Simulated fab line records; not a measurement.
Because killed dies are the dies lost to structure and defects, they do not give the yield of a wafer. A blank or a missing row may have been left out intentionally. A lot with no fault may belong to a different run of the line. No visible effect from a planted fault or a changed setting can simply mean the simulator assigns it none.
One fault seen from 2 desks :: flow nand harc :: each desk has only its own numbers; what lay behind them comes last

## THE METROLOGY DESK
Means of the sampled wafers that have a number, per lot and without regard to the tool the lot ran on: this is what the gauges read. Any lot whose mean is over 4 standard deviations away from the usual mean is out of limits and marked OUT; that distance is given in the brackets.
Columns: A = thk nm at NHARC_A_BONDPAD_THK_MEAS_20, usual 169.5 nm
lot: L332
first seen here: day 23 17:14
A: 169.0

lot: L331
first seen here: day 24 02:56
A: 170.6

lot: L334
first seen here: day 24 03:44
A: 171.3

lot: L335
first seen here: day 24 17:08
A: 169.3

lot: L336
first seen here: day 25 22:06
A: 169.3

lot: L337
first seen here: day 26 01:50
A: 168.3

lot: L341
first seen here: day 27 05:28
A: 170.0

lot: L346
first seen here: day 29 04:52
A: 169.9

lot: L344
first seen here: day 29 08:52
A: 168.0

lot: L349
first seen here: day 30 18:08
A: 168.6

lot: L350
first seen here: day 31 01:27
A: 170.5

lot: L352
first seen here: day 31 19:56
A: 169.6

lot: L353
first seen here: day 32 15:55
A: 169.2
Finding of this desk: none of the 13 lots has anything out of limits.

## TOOL OWNER'S DESK, rie diel-06
The tool's own readings at NHARC_A_M1_ETCH_15 (etches the open film in C4F8/Ar, target depth 182.5 nm, time 91.2 s): means of the sampled wafers that have a number, for each lot that ran on this tool. Any lot whose mean is over 4 standard deviations away from the usual mean is out of limits and marked OUT; that distance is given in the brackets.
Columns: A = oes product au at NHARC_A_M1_ETCH_15, usual 0.956 a.u.; B = rf vpp V at NHARC_A_M1_ETCH_15, usual 440.8 V
lot: L341
first seen here: day 26 22:40
A: 0.921
B: 441.2

lot: L344
first seen here: day 29 02:05
A: 0.960
B: 442.1

lot: L350
first seen here: day 30 18:19
A: 0.964
B: 440.7
Finding of this desk: none of the 3 lots has anything out of limits.

## ALL TOGETHER
Nothing out of limits was seen by the metrology desk.
The tool owner's desk saw nothing out of limits.

## WHAT THE SIMULATOR HAD PUT IN
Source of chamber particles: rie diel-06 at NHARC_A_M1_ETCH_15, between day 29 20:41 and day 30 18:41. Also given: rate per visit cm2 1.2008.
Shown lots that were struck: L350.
